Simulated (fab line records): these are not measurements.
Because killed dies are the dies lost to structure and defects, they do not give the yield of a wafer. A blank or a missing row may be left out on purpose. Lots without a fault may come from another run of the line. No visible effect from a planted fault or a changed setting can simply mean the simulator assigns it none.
fab line records	flow n5_finfet
[record] lots = 9	wafers = 27	last_day = 17
route steps=1938 shown BEOL_M0_SAQP@663 BEOL_M4@1111 PASSIVATION@1936
lots that met no fault: taken from a fault-free run of the same line
start_h: hours from the record's first day to the start of the lot's first wafer shown	wait_h: how many hours have passed since the lot's step before this one	" identical to the entry in the row above	L1.1+2: several wafers, shown together as one row	- value missing, or start not given	* or withheld: withheld	< > ~ a bound
route shown NAME@n: names a module that has steps shown in the file, with the first one's number in the route	usual: average and standard deviation across the fault-free wafers	same: alike in all rows	chamber/n: place in a boat	sites: each site's reading	_std_site: standard deviation across them	_edge_site: outer sites' mean less inner sites'	radius_mm: how far each site lies from the wafer's centre	mask NAME#n: copy n	behind: the tool/chamber that last shaped the wafer	hold: reason for holding the lot/hours on hold/outcome of the hold	device: which transistor (n, p or np) failed to switch	end of line: the tests these same wafers got at the end of their route	where a step has no rows: the recipe by itself	killed: count of dies lost to structure and defects at first sort (not the wafer's yield)	map: per-die view of a wafer (x killed, . not killed, _ where there is no die)
set.NAME: the run value of the setting; set.NAME@STEP: its run value at that earlier step	model.NAME: the simulator's own value behind a step, which no gauge read
a sample of lots followed through the steps of the route, with each step as a table and each wafer as a row
services: a tool's chamber out of use, with start hour (start_h, from the record's first day; less than 0 if before it), hours out, and reason
[[steps]]
[step N5_BEOL_M0_SAQP_SPACER1_ALD_98]
[recipe] material = SiO2	target_thk_a = 128	temp_c = 300	ald_precursor_family = BDEAS	ald_co_reactant = O2-plasma	pulse_time_s = 1	purge_time_s = 2	co_reactant_purge_time_s = 2	ald_cycles = 138	pressure_torr = 2
[usual] chamber_pressure_Torr = 2.000/0.0038	heater_power_outer_w = 260/40	heater_power_w = 470/58	precursor_pulse_height_rel = 1.001/0.02
lot.wafer	tool	chamber	start_h	wait_h	chamber_pressure_Torr	heater_power_outer_w	heater_power_w	precursor_pulse_height_rel
L688.2	ald_sin-01	1	111.28	0.3	2.007	268	502	1.008
L688.3	"	0	"	"	2.001	229	455	1.000
L688.4	"	2	"	"	2.002	230	435	0.996
L689.1	ald_sin-02	0	119.10	0.3	1.993	333	571	1.008
L689.2	"	2	"	"	1.999	274	481	0.962
L689.5	"	3	"	"	1.999	288	492	0.986
L693.2	ald_sin-02	2	146.54	0.5	1.990	279	476	1.002
L693.3	"	0	"	"	2.000	351	566	0.967
L693.6	"	0	"	"	2.001	329	554	0.981
L698.1	ald_sin-01	2	173.96	0.3	2.000	243	428	1.027
L698.2	"	3	"	"	2.003	285	511	0.994
L698.3	"	0	"	"	2.001	235	449	1.005
L699.3	ald_sin-03	3	184.21	0.7	2.001	252	465	1.011
L699.5	"	3	"	"	2.004	253	464	1.013
L699.6	"	2	"	"	2.007	207	372	0.947
L701.1	ald_sin-01	3	192.52	0.3	2.004	278	473	1.000
L701.4	"	1	"	"	1.997	277	491	0.989
L701.5	"	1	"	"	2.004	272	512	1.033
L703.3	ald_sin-01	2	202.93	0.1	1.998	237	422	1.027
L703.4	"	3	"	"	1.996	279	489	0.990
L703.5	"	3	"	"	1.995	280	493	1.015
L709.2	ald_sin-03	3	238.09	0.3	1.999	249	477	1.002
L709.5	"	0	"	"	2.000	326	592	0.987
L709.6	"	3	"	"	1.998	251	479	0.987
L710.1	ald_sin-02	0	246.15	2.4	2.013	343	554	0.972
L710.4	"	1	"	"	2.005	258	477	1.022
L710.6	"	0	"	"	2.007	348	588	1.027
[step N5_BEOL_M0_SAQP_RECESS_109]
[recipe] chemistry = HF/NH3	target = SiO2	target_depth_a = 30	afs_cycles = 1	temp_c = 30	sublimation_temp_c = 180	sublimation_time_s = 60
[usual] drypump_motor_current_A = 5.42/0.19
[same] sublimation_time_s = 60
lot.wafer	tool	chamber	start_h	wait_h	drypump_motor_current_A
L688.2	vapor_etch-02	1	113.53	0.4	5.33
L688.3	"	0	"	"	5.52
L688.4	"	1	"	"	5.32
L689.1	vapor_etch-02	1	120.91	0.0	5.33
L689.2	"	0	"	"	5.50
L689.5	"	1	"	"	5.34
L693.2	vapor_etch-02	0	148.16	0.0	5.52
L693.3	"	1	"	"	5.30
L693.6	"	1	"	"	5.28
L698.1	vapor_etch-02	0	175.60	0.0	5.53
L698.2	"	1	"	"	5.32
L698.3	"	0	"	"	5.50
L699.3	vapor_etch-02	0	185.80	0.1	5.50
L699.5	"	0	"	"	5.51
L699.6	"	1	"	"	5.29
L701.1	vapor_etch-01	0	194.16	0.0	5.16
L701.4	"	1	"	"	5.69
L701.5	"	1	"	"	5.72
L703.3	vapor_etch-02	1	204.51	0.1	5.29
L703.4	"	0	"	"	5.49
L703.5	"	1	"	"	5.30
L709.2	vapor_etch-02	0	239.69	0.0	5.51
L709.5	"	1	"	"	5.27
L709.6	"	0	"	"	5.51
L710.1	vapor_etch-02	0	248.14	0.0	5.51
L710.4	"	0	"	"	5.50
L710.6	"	1	"	"	5.29
[step N5_BEOL_M0_SAQP_EXPOSE_37]
[recipe] mask_id = M0_CUT1	na = 0.33	source_shape = annular	sigma_inner = 0.35	sigma_outer = 0.8	polarization = unpolarized	target_cd_nm = 30	dose_mj = 44.75
[usual] focus_offset_nm = 0.0/0.51
lot.wafer	tool	chamber	start_h	wait_h	mask	focus_offset_nm
L688.2	euv_scanner-01	0	115.07	-	M0_CUT1#0	0.0
L688.3	"	0	"	"	M0_CUT1#0	-0.3
L688.4	"	0	"	"	M0_CUT1#0	-0.1
L689.1	euv_scanner-02	0	122.13	-	M0_CUT1#0	0.1
L689.2	"	0	"	"	M0_CUT1#0	0.4
L689.5	"	0	"	"	M0_CUT1#0	-0.2
L693.2	euv_scanner-01	0	149.37	-	M0_CUT1#0	-0.4
L693.3	"	0	"	"	M0_CUT1#0	-0.7
L693.6	"	0	"	"	M0_CUT1#0	0.0
L698.1	euv_scanner-02	0	176.66	-	M0_CUT1#0	-0.1
L698.2	"	0	"	"	M0_CUT1#0	0.8
L698.3	"	0	"	"	M0_CUT1#0	-0.7
L699.3	euv_scanner-02	0	187.08	-	M0_CUT1#0	-0.5
L699.5	"	0	"	"	M0_CUT1#0	0.1
L699.6	"	0	"	"	M0_CUT1#0	0.4
L701.1	euv_scanner-01	0	195.22	-	M0_CUT1#0	0.1
L701.4	"	0	"	"	M0_CUT1#0	0.7
L701.5	"	0	"	"	M0_CUT1#0	0.1
L703.3	euv_scanner-02	0	205.71	-	M0_CUT1#0	-0.3
L703.4	"	0	"	"	M0_CUT1#0	0.2
L703.5	"	0	"	"	M0_CUT1#0	-0.4
L709.2	euv_scanner-01	0	241.04	-	M0_CUT1#0	0.8
L709.5	"	0	"	"	M0_CUT1#0	0.1
L709.6	"	0	"	"	M0_CUT1#0	-0.5
L710.1	euv_scanner-01	0	249.21	-	M0_CUT1#0	0.1
L710.4	"	0	"	"	M0_CUT1#0	0.3
L710.6	"	0	"	"	M0_CUT1#0	0.1
[step N5_BEOL_M0_SAQP_CD_MEAS_40]
[recipe] target_cd_nm = 30	landing_energy_ev = 500	detector = se_inlens
[usual] cd_nm = 30.05/0.23
lot.wafer	tool	chamber	start_h	wait_h	cd_nm
L688.2	cd_sem-03	0	115.20	-	30.26
L688.3	"	0	"	"	30.38
L688.4	"	0	"	"	30.03
L689.1	cd_sem-02	0	122.27	-	29.79
L689.2	"	0	"	"	29.86
L689.5	"	0	"	"	29.66
L693.2	cd_sem-01	0	149.49	-	29.95
L693.3	"	0	"	"	29.83
L693.6	"	0	"	"	29.98
L698.1	cd_sem-01	0	176.79	-	29.51
L698.2	"	0	"	"	30.41
L698.3	"	0	"	"	30.37
L699.3	cd_sem-01	0	187.21	-	19.73
L699.5	"	0	"	"	30.13
L699.6	"	0	"	"	30.07
L701.1	cd_sem-03	0	195.35	-	29.88
L701.4	"	0	"	"	30.27
L701.5	"	0	"	"	30.53
L703.3	cd_sem-02	0	205.83	-	19.20
L703.4	"	0	"	"	30.29
L703.5	"	0	"	"	29.80
L709.2	cd_sem-02	0	241.17	-	29.90
L709.5	"	0	"	"	30.07
L709.6	"	0	"	"	30.43
L710.1	cd_sem-02	0	249.34	-	30.24
L710.4	"	0	"	"	29.94
L710.6	"	0	"	"	30.08
[step N5_BEOL_M0_SAQP_ETCH_73]
[recipe] chemistry = CF4	target = SiARC	target_depth_a = 195	mask_material = CAR-EUV	time_s = 32.5	ion_energy_ev = 80	pressure_mtorr = 40	source_w = 545	bias_w = 36	Ar_flow_sccm = 100	cf4_flow_sccm = 100	ends = cleared
[usual] drypump_motor_current_A = 5.7/0.44	etch_rf_on_time_s = 32.4/0.76	oes_product_au = 0.68/0.053	rf_vpp_V = 184.1/1.2	showerhead_plenum_p_Torr = 2.14/0.067	throttle_valve_pct = 15.60/0.15
lot.wafer	tool	chamber	start_h	wait_h	drypump_motor_current_A	etch_rf_on_time_s	oes_product_au	rf_hours_counter_h	rf_vpp_V	showerhead_plenum_p_Torr	throttle_valve_pct
L688.2	rie_diel-04	2	115.37	0.0	5.6	33.1	0.58	248	183.3	2.03	15.75
L688.3	"	3	"	"	5.7	33.0	0.59	228	182.5	2.03	15.74
L688.4	"	0	"	"	5.1	31.0	0.68	135	184.9	2.15	15.49
L689.1	rie_diel-04	0	122.63	0.0	5.1	31.5	0.67	137	185.5	2.15	15.52
L689.2	"	3	"	"	5.7	33.3	0.59	230	182.6	2.03	15.75
L689.5	"	3	"	"	5.7	33.0	0.59	-	183.1	2.03	15.75
L693.2	rie_diel-05	2	149.85	0.0	5.3	32.2	0.69	100	184.2	2.15	15.73
L693.3	"	3	"	"	6.2	31.9	0.62	215	185.2	2.20	15.71
L693.6	"	3	"	"	6.2	31.9	0.62	-	185.8	2.20	15.72
L698.1	rie_diel-05	1	176.97	0.0	6.1	31.9	0.68	107	184.4	2.09	15.72
L698.2	"	3	"	"	6.2	31.6	0.63	222	185.5	2.20	15.73
L698.3	"	0	"	"	5.9	33.7	0.79	8	184.1	2.19	15.46
L699.3	rie_diel-01	1	187.38	0.0	6.3	33.0	0.71	62	183.1	2.10	15.35
L699.5	"	2	"	"	5.1	32.6	0.68	-	183.6	2.08	15.69
L699.6	"	1	"	"	6.3	33.0	0.71	-	182.5	2.10	15.34
L701.1	rie_diel-01	3	195.82	0.0	6.0	33.2	0.65	154	184.0	2.15	15.56
L701.4	"	2	"	"	5.2	33.1	0.69	-	183.9	2.08	15.68
L701.5	"	1	"	"	6.4	33.3	0.70	-	183.2	2.10	15.34
L703.3	rie_diel-01	3	206.66	0.0	6.0	32.9	0.66	159	184.5	2.15	15.57
L703.4	"	3	"	"	6.0	33.1	0.65	-	184.2	2.15	15.57
L703.5	"	2	"	"	5.1	32.3	0.68	-	183.0	2.08	15.69
L709.2	rie_diel-04	3	241.54	0.0	5.7	31.8	0.77	17	186.5	2.27	15.36
L709.5	"	0	"	"	5.2	31.0	0.65	-	184.2	2.13	15.57
L709.6	"	1	"	"	5.9	31.5	0.72	-	185.6	2.26	15.63
L710.1	rie_diel-05	3	249.52	0.0	6.2	31.8	0.61	244	185.3	2.19	15.77
L710.4	"	2	"	"	5.3	32.5	0.66	129	183.9	2.14	15.80
L710.6	"	2	"	"	5.3	32.5	0.65	-	183.7	2.14	15.78
[step N5_BEOL_M4_RC_MEAS_101]
[usual] DIBL_N = 36.5/1.7	DIBL_P = 36.3/2.1	IOFF_N = 0.16/0.036	IOFF_P = 0.21/0.037	ION_N = 676/12	ION_P = 462/7.6	SS_N = 71.5/0.68	SS_P = 73.3/0.63	VT_N = 249/3.5	VT_P = -250/3.5
lot.wafer	tool	chamber	start_h	wait_h	DIBL_N[mV/V]	DIBL_P[mV/V]	IOFF_N[nA/um]	IOFF_P[nA/um]	ION_N[uA/um]	ION_P[uA/um]	SS_N[mV/dec]	SS_P[mV/dec]	VT_N[mV]	VT_P[mV]
L689.1	prober-02	0	178.95	0.0	36.3	36.9	0.16	0.18	681	452	71.1	73.4	250	-253
L689.2	"	0	"	"	37.3	38.5	0.17	0.19	682	452	71.8	72.8	253	-255
L689.5	"	0	"	"	36.6	38.4	0.17	0.18	675	453	71.8	74.1	250	-256
L688.2	prober-02	0	184.13	0.2	37.9	37.5	0.20	0.24	697	470	71.8	73.1	243	-249
L688.3	"	0	"	"	37.5	37.1	0.21	0.24	696	476	71.3	73.3	242	-247
L688.4	"	0	"	"	36.5	36.5	0.18	0.22	685	471	71.8	72.8	245	-247
L693.2	prober-02	0	206.14	0.2	37.0	35.0	0.14	0.20	672	461	71.3	72.7	253	-249
L693.3	"	0	"	"	35.8	32.9	0.12	0.17	664	459	71.0	72.8	257	-251
L693.6	"	0	"	"	35.7	33.9	0.13	0.19	659	460	70.6	72.7	252	-251
L698.1	prober-01	0	246.90	0.0	35.1	33.4	0.11	0.14	662	449	71.0	72.6	252	-256
L698.2	"	0	"	"	39.3	38.0	0.19	0.20	684	454	72.7	73.4	247	-254
L698.3	"	0	"	"	36.9	36.1	0.15	0.18	673	459	71.5	73.1	248	-255
L701.1	prober-02	0	251.60	0.0	38.1	39.7	0.23	0.26	695	469	73.0	73.4	244	-248
L701.4	"	0	"	"	35.3	36.3	0.17	0.21	685	467	71.8	73.4	250	-250
L701.5	"	0	"	"	36.1	37.3	0.19	0.22	688	466	71.5	73.4	248	-252
L699.5	prober-01	0	251.65	0.6	36.2	37.2	0.15	0.19	677	457	70.7	73.5	249	-250
L699.6	"	0	"	"	36.8	38.8	0.18	0.22	686	465	71.7	74.0	247	-250
L703.4	prober-01	0	260.05	0.5	33.6	34.0	0.13	0.18	667	460	70.8	73.0	252	-254
L703.5	"	0	"	"	35.1	36.0	0.14	0.21	667	461	71.1	73.9	253	-249
L710.1	prober-01	0	310.17	0.0	39.0	37.7	0.19	0.24	679	463	73.4	74.3	246	-247
L710.4	"	0	"	"	36.7	36.5	0.16	0.24	689	480	70.5	73.0	248	-246
L710.6	"	0	"	"	35.6	34.4	0.13	0.19	679	464	71.2	72.9	250	-252
L709.2	prober-02	0	310.87	0.2	38.3	38.7	0.19	0.25	673	469	72.7	73.5	246	-248
L709.5	"	0	"	"	36.6	36.7	0.14	0.23	654	459	71.7	73.3	253	-248
L709.6	"	0	"	"	35.1	35.0	0.14	0.20	668	462	71.7	73.1	250	-249
[step N5_PASSIVATION_PROBE_49]
[usual] defect_limited_yield = 91.4/1.5	killed_at_M0_to_M3 = 34/12	killed_at_M4_up = 12/4.9	killed_at_contacts = 13/7.2	killed_at_front_end = 39/12	killed_at_other = 3.7/2.9	killed_dies = 101/18	killed_on_rim = 13/4	killed_open = 67/14	killed_short = 33/7.2	sort_bin_5_function = 5.1/0.97	sort_bin_6_memory = 3.2/0.67	sort_n_pass = 1079/17	sort_yield_pct = 91.4/1.5
[same] gross_dies = 1180	killed_at_back_side = 0	sort_bin_4_leakage[%] = 0	sort_bin_8_speed[%] = 0
lot.wafer	tool	chamber	start_h	wait_h	defect_limited_yield[%]	killed_at_M0_to_M3	killed_at_M4_up	killed_at_contacts	killed_at_front_end	killed_at_other	killed_dies	killed_on_rim	killed_open	killed_short	sort_bin_5_function[%]	sort_bin_6_memory[%]	sort_n_pass	sort_yield_pct[%]
L689.1	prober-01	-	277.49	0.0	92.3	30	8	9	43	1	91	10	65	26	3.9	3.5	1089	92.3
L689.2	prober-01	-	277.54	0.1	90.3	50	12	4	45	3	114	12	61	45	5.1	3.9	1066	90.3
L689.5	prober-01	-	277.69	0.2	92.5	43	5	6	33	1	88	12	51	34	4.2	2.7	1092	92.5
L688.2	prober-02	-	283.84	0.1	90.3	39	15	12	46	3	115	10	82	33	6.3	3.2	1065	90.3
L688.3	prober-02	-	283.89	0.1	89.3	37	10	11	66	2	126	10	93	33	6.4	4.1	1054	89.3
L688.4	prober-02	-	283.94	0.2	90.8	24	9	19	54	2	108	14	71	35	5.3	3.7	1072	90.8
L693.2	prober-01	-	309.12	0.1	90.6	46	10	5	47	3	111	17	68	43	5.3	3.6	1069	90.6
L693.3	prober-01	-	309.17	0.1	91.7	38	8	10	41	1	98	13	62	36	4.9	3.1	1082	91.7
L693.6	prober-01	-	309.32	0.3	91.2	35	11	11	44	3	104	19	67	37	4.7	3.9	1076	91.2
L698.1	prober-02	-	356.61	0.0	93.0	24	20	4	35	0	83	6	58	24	4.1	2.6	1097	93.0
L698.2	prober-02	-	356.66	0.1	90.0	38	14	18	44	4	118	13	76	39	6.3	3.4	1062	90.0
L698.3	prober-02	-	356.71	0.1	92.8	17	19	17	28	4	85	14	60	25	3.8	3.0	1095	92.8
L699.3	prober-01	-	356.96	0.1	0	1101	10	13	42	14	1180	152	72	26	10.6	2.6	0	0
L699.5	prober-01	-	357.06	0.2	93.1	34	7	12	25	3	81	13	50	30	4.2	2.5	1099	93.1
L699.6	prober-01	-	357.11	0.3	91.5	37	7	12	35	9	100	10	69	31	4.6	3.8	1080	91.5
L701.1	prober-02	-	362.32	0.0	90.7	25	15	15	54	1	110	13	66	44	5.4	3.6	1070	90.7
L701.4	prober-02	-	362.47	0.2	92.8	30	11	9	34	1	85	12	46	37	3.8	3.1	1095	92.8
L701.5	prober-02	-	362.52	0.2	93.6	14	11	4	43	4	76	5	51	25	3.9	2.2	1104	93.6
L703.3	prober-02	-	367.41	0.1	0	1105	11	25	35	4	1180	152	73	26	19.8	2.8	0	0
L703.4	prober-02	-	367.46	0.2	91.9	27	10	38	20	1	96	18	66	30	5.5	2.5	1084	91.9
L703.5	prober-02	-	367.51	0.2	92.9	28	6	18	29	3	84	9	57	26	3.8	2.9	1096	92.9
L709.2	prober-01	-	411.00	0.1	91.3	26	9	21	42	5	103	10	67	36	4.9	3.6	1077	91.3
L709.5	prober-01	-	411.15	0.2	91.3	33	6	28	30	6	103	9	67	35	5.2	3.1	1077	91.3
L709.6	prober-01	-	411.20	0.3	90.0	30	11	35	39	3	118	13	86	32	6.2	3.6	1062	90.0
L710.1	prober-02	-	412.43	0.0	88.6	42	10	26	50	7	135	15	94	38	6.3	5.1	1045	88.6
L710.4	prober-02	-	412.58	0.2	89.9	44	3	25	44	3	119	19	71	48	6.6	3.1	1061	89.9
L710.6	prober-02	-	412.68	0.3	92.1	35	6	25	23	4	93	6	65	28	5.3	2.5	1087	92.1
// killed by level:class
L689.1 BEOL_M0_SAQP:geometric_particle:open=12 FIN_SAQP:geometric_particle:open=9 STI_FIN_REVEAL:geometric_particle:open=8 MOL_CONTACT_COAG:geometric_particle:open=8 BEOL_M2:geometric_particle:open=8 STARTING-WAFER:geometric_particle:short=6 FIN_SAQP:geometric_particle:short=5 GATE_CUT:geometric_particle:open=4
L689.2 FIN_SAQP:geometric_particle:short=15 BEOL_M2:geometric_particle:open=11 BEOL_M3:geometric_particle:open=10 BEOL_M0_SAQP:geometric_particle:open=8 GATE_CUT:geometric_particle:short=7 BEOL_M0_SAQP:geometric_particle:short=6 BEOL_M4:geometric_particle:open=6 HKMG_FIN:area_etch=6
L689.5 BEOL_M2:geometric_particle:open=14 BEOL_M0_SAQP:geometric_particle:short=7 BEOL_M1:geometric_particle:open=7 FIN_SAQP:geometric_particle:short=6 STI_FIN_REVEAL:geometric_particle:open=5 MOL_CONTACT_COAG:geometric_particle:open=5 STARTING-WAFER:geometric_particle:open=5 GATE_CUT:geometric_particle:short=4
L688.2 FIN_SAQP:geometric_particle:open=17 BEOL_M3:geometric_particle:open=11 STI_FIN_REVEAL:geometric_particle:open=10 MOL_CONTACT_COAG:geometric_particle:open=9 BEOL_M0_SAQP:geometric_particle:short=9 BEOL_M0_SAQP:geometric_particle:open=7 FIN_SAQP:geometric_particle:short=4 DUMMY_GATE:geometric_particle:open=4
L688.3 FIN_SAQP:geometric_particle:open=17 BEOL_M2:geometric_particle:open=13 STI_FIN_REVEAL:geometric_particle:open=11 FIN_SAQP:geometric_particle:short=10 DUMMY_GATE:geometric_particle:open=8 MOL_CONTACT_COAG:geometric_particle:open=7 BEOL_M3:geometric_particle:open=7 GATE_CUT:geometric_particle:open=6
L688.4 FIN_SAQP:geometric_particle:short=18 FIN_SAQP:geometric_particle:open=18 MOL_CONTACT_COAG:geometric_particle:open=15 BEOL_M2:geometric_particle:open=8 BEOL_M3:geometric_particle:open=6 MOL_CONTACT_COAG:geometric_particle:short=4 DUMMY_GATE:geometric_particle:open=3 BEOL_M0_SAQP:geometric_particle:open=3
L693.2 STI_FIN_REVEAL:geometric_particle:open=14 BEOL_M0_SAQP:geometric_particle:open=13 BEOL_M3:geometric_particle:open=10 FIN_SAQP:geometric_particle:short=7 FIN_SAQP:geometric_particle:open=6 BEOL_M0_SAQP:geometric_particle:short=6 GATE_CUT:geometric_particle:short=5 BEOL_M2:geometric_particle:short=5
L693.3 BEOL_M0_SAQP:geometric_particle:open=10 FIN_SAQP:geometric_particle:short=9 MOL_CONTACT_COAG:geometric_particle:open=8 STI_FIN_REVEAL:geometric_particle:open=7 BEOL_M3:geometric_particle:open=7 BEOL_M0_SAQP:geometric_particle:short=6 GATE_CUT:geometric_particle:short=5 FIN_SAQP:geometric_particle:open=4
L693.6 BEOL_M0_SAQP:geometric_particle:open=11 STI_FIN_REVEAL:geometric_particle:open=9 MOL_CONTACT_COAG:geometric_particle:open=9 GATE_CUT:geometric_particle:short=8 BEOL_M0_SAQP:geometric_particle:short=7 BEOL_M3:geometric_particle:open=6 FIN_SAQP:geometric_particle:open=5 BEOL_M4:geometric_particle:open=5
L698.1 BEOL_M1:geometric_particle:open=12 BEOL_M4:geometric_particle:open=11 FIN_SAQP:geometric_particle:open=8 GATE_CUT:geometric_particle:short=6 DUMMY_GATE:geometric_particle:open=5 BEOL_M0_SAQP:geometric_particle:short=5 FIN_SAQP:geometric_particle:short=4 STI_FIN_REVEAL:geometric_particle:open=4
L698.2 MOL_CONTACT_COAG:geometric_particle:open=13 BEOL_M0_SAQP:geometric_particle:short=13 BEOL_M4:geometric_particle:open=10 BEOL_M0_SAQP:geometric_particle:open=10 FIN_SAQP:geometric_particle:open=8 STI_FIN_REVEAL:geometric_particle:open=7 GATE_CUT:geometric_particle:short=6 BEOL_M1:geometric_particle:open=6
L698.3 MOL_CONTACT_COAG:geometric_particle:open=15 BEOL_M4:geometric_particle:open=10 STI_FIN_REVEAL:geometric_particle:open=9 GATE_CUT:geometric_particle:short=6 BEOL_M0_SAQP:geometric_particle:short=5 BEOL_M3:geometric_particle:open=5 GATE_CUT:geometric_particle:open=4 BEOL_M5:geometric_particle:open=4
L699.3 BEOL_M0_SAQP:area_expose=1080 STI_FIN_REVEAL:geometric_particle:open=12 MOL_CONTACT_COAG:geometric_particle:open=10 FIN_SAQP:geometric_particle:open=7 BEOL_M0_SAQP:geometric_particle:open=6 MIM_TOP:geometric_particle:open=6 FIN_SAQP:geometric_particle:short=5 GATE_CUT:geometric_particle:open=5
L699.5 MOL_CONTACT_COAG:geometric_particle:open=10 BEOL_M0_SAQP:geometric_particle:short=10 GATE_CUT:geometric_particle:open=5 GATE_CUT:geometric_particle:short=5 BEOL_M0_SAQP:geometric_particle:open=5 BEOL_M3:geometric_particle:open=5 STARTING-WAFER:geometric_particle:open=4 STI_FIN_REVEAL:geometric_particle:open=3
L699.6 BEOL_M0_SAQP:geometric_particle:open=13 BEOL_M3:geometric_particle:open=13 FIN_SAQP:geometric_particle:open=12 MOL_CONTACT_COAG:geometric_particle:open=9 BEOL_M0_SAQP:geometric_particle:short=6 FIN_SAQP:geometric_particle:short=5 MIM_TOP:geometric_particle:open=5 GATE_CUT:geometric_particle:short=4
L701.1 FIN_SAQP:geometric_particle:open=13 FIN_SAQP:geometric_particle:short=12 STI_FIN_REVEAL:geometric_particle:open=9 MOL_CONTACT_COAG:geometric_particle:open=9 BEOL_M4:geometric_particle:open=7 MOL_CONTACT_COAG:geometric_particle:short=6 BEOL_M0_SAQP:geometric_particle:short=6 BEOL_M0_SAQP:geometric_particle:open=6
L701.4 BEOL_M0_SAQP:geometric_particle:short=13 FIN_SAQP:geometric_particle:open=7 MOL_CONTACT_COAG:geometric_particle:open=7 FIN_SAQP:geometric_particle:short=6 BEOL_M0_SAQP:geometric_particle:open=5 STI_FIN_REVEAL:geometric_particle:open=4 BEOL_M2:geometric_particle:open=4 BEOL_M4:geometric_particle:open=4
L701.5 FIN_SAQP:geometric_particle:open=18 FIN_SAQP:geometric_particle:short=8 BEOL_M3:geometric_particle:open=7 GATE_CUT:geometric_particle:short=4 BEOL_M10:geometric_particle:open=4 STI_FIN_REVEAL:geometric_particle:open=3 MOL_CONTACT_COAG:geometric_particle:open=3 SPACER0:geometric_particle:short=2
L703.3 BEOL_M0_SAQP:area_expose=1081 MOL_CONTACT_COAG:geometric_particle:open=19 FIN_SAQP:geometric_particle:open=16 BEOL_M3:geometric_particle:open=7 BEOL_M4:geometric_particle:open=7 MOL_CONTACT_COAG:geometric_particle:short=6 BEOL_M0_SAQP:geometric_particle:short=6 FIN_SAQP:geometric_particle:short=5
L703.4 MOL_CONTACT_COAG:geometric_particle:open=33 BEOL_M2:geometric_particle:open=8 MOL_CONTACT_COAG:geometric_particle:short=5 BEOL_M2:geometric_particle:short=4 BEOL_M3:geometric_particle:open=4 STI_FIN_REVEAL:geometric_particle:open=3 BEOL_M0_SAQP:geometric_particle:open=3 BEOL_M3:geometric_particle:short=3
L703.5 MOL_CONTACT_COAG:geometric_particle:open=13 BEOL_M0_SAQP:geometric_particle:short=11 BEOL_M0_SAQP:geometric_particle:open=10 FIN_SAQP:geometric_particle:open=6 STARTING-WAFER:geometric_particle:open=6 STI_FIN_REVEAL:geometric_particle:open=5 MOL_CONTACT_COAG:geometric_particle:short=5 SPACER0:geometric_particle:short=4
L709.2 STI_FIN_REVEAL:geometric_particle:open=17 MOL_CONTACT_COAG:geometric_particle:open=17 BEOL_M0_SAQP:geometric_particle:short=9 BEOL_M3:geometric_particle:open=8 STARTING-WAFER:geometric_particle:short=6 FIN_SAQP:geometric_particle:open=5 MOL_CONTACT_COAG:geometric_particle:short=4 BEOL_M1:geometric_particle:short=4
L709.5 MOL_CONTACT_COAG:geometric_particle:open=19 BEOL_M1:geometric_particle:open=12 MOL_CONTACT_COAG:geometric_particle:short=9 STI_FIN_REVEAL:geometric_particle:open=7 BEOL_M0_SAQP:geometric_particle:short=6 GATE_CUT:geometric_particle:short=5 BEOL_M3:geometric_particle:open=5 BEOL_M2:geometric_particle:open=5
L709.6 MOL_CONTACT_COAG:geometric_particle:open=28 STI_FIN_REVEAL:geometric_particle:open=11 BEOL_M3:geometric_particle:open=9 MOL_CONTACT_COAG:geometric_particle:short=7 BEOL_M2:geometric_particle:open=7 DUMMY_GATE:geometric_particle:open=6 GATE_CUT:geometric_particle:short=5 BEOL_M0_SAQP:geometric_particle:short=5
L710.1 MOL_CONTACT_COAG:geometric_particle:open=21 STI_FIN_REVEAL:geometric_particle:open=18 BEOL_M3:geometric_particle:open=17 FIN_SAQP:geometric_particle:short=11 FIN_SAQP:geometric_particle:open=8 BEOL_M0_SAQP:geometric_particle:open=8 BEOL_M0_SAQP:geometric_particle:short=7 MOL_CONTACT_COAG:geometric_particle:short=5
L710.4 MOL_CONTACT_COAG:geometric_particle:open=19 FIN_SAQP:geometric_particle:short=13 BEOL_M0_SAQP:geometric_particle:open=13 BEOL_M0_SAQP:geometric_particle:short=12 STI_FIN_REVEAL:geometric_particle:open=8 BEOL_M1:geometric_particle:open=7 MOL_CONTACT_COAG:geometric_particle:short=6 STARTING-WAFER:geometric_particle:short=6
L710.6 MOL_CONTACT_COAG:geometric_particle:open=22 BEOL_M1:geometric_particle:open=11 BEOL_M0_SAQP:geometric_particle:open=10 BEOL_M1:geometric_particle:short=5 BEOL_M0_SAQP:geometric_particle:short=4 STARTING-WAFER:geometric_particle:short=4 FIN_SAQP:geometric_particle:short=3 DUMMY_GATE:geometric_particle:open=3
[[services]]
tool	chamber	start_h	hours	kind
euv_scanner-02	-	91.50	1.0	pm
ald_sin-02	-	95.70	6.0	pm
rie_diel-01	-	98.51	2.8	pm
rie_diel-01	3	111.79	13.2	repair
ald_sin-02	3	123.38	3.3	repair
rie_diel-01	0	123.46	131.8	repair
rie_diel-05	1	126.84	5.4	repair
euv_scanner-01	-	132.75	1.0	pm
ald_sin-02	-	140.54	0.7	repair
euv_scanner-02	-	147.65	1.0	pm
rie_diel-01	3	154.67	14.1	repair
euv_scanner-02	-	166.41	4.6	pm
euv_scanner-02	-	183.17	1.1	repair
euv_scanner-01	-	187.69	1.0	repair
euv_scanner-01	-	188.90	1.0	pm
euv_scanner-02	-	192.83	1.5	repair
euv_scanner-02	-	196.34	3.4	repair
rie_diel-04	0	202.29	6.5	repair
euv_scanner-02	-	203.80	1.0	pm
rie_diel-05	2	205.97	1.6	repair
ald_sin-02	-	212.74	1.2	repair
vapor_etch-02	-	229.53	0.1	repair
ald_sin-01	-	240.48	14.6	pm
euv_scanner-01	-	245.05	1.0	pm
[[key]]
[first_sign] step = N5_BEOL_M0_SAQP_CD_MEAS_40	reading = cd_nm	direction = down	sigmas = 47	usual = 30.05	struck = 19.46
[effect] step = N5_PASSIVATION_PROBE_49	reading = killed_at_M0_to_M3	direction = up	sigmas = 92	usual = 34	struck = 1103
[more_kills_born_at] N5_BEOL_M0_SAQP_EXPOSE_37@euv_scanner-02 = 2161
met_at N5_BEOL_M0_SAQP_EXPOSE_37
struck_lots L699,L703
struck_wafers L699.3,L703.3
later_rows_left_out L699.3,L703.3
not_acting_at N5_BEOL_M0_SAQP_SPACER1_ALD_98,N5_BEOL_M0_SAQP_RECESS_109,N5_BEOL_M0_SAQP_ETCH_73
onset_between 176.66 187.08
[fault] kind = process_parameter_drift	tool = euv_scanner-02	chamber = -	onset_h = 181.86	steps = N5_BEOL_M0_SAQP_EXPOSE_37	channel = focus_nm	offset = 97.117	shape = step	end_h = 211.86	scope = struck_wafers_only
// later_rows_left_out: the simulator's readings of these wafers behind a module that went badly wrong aren't trusted and aren't shown, but for the sort
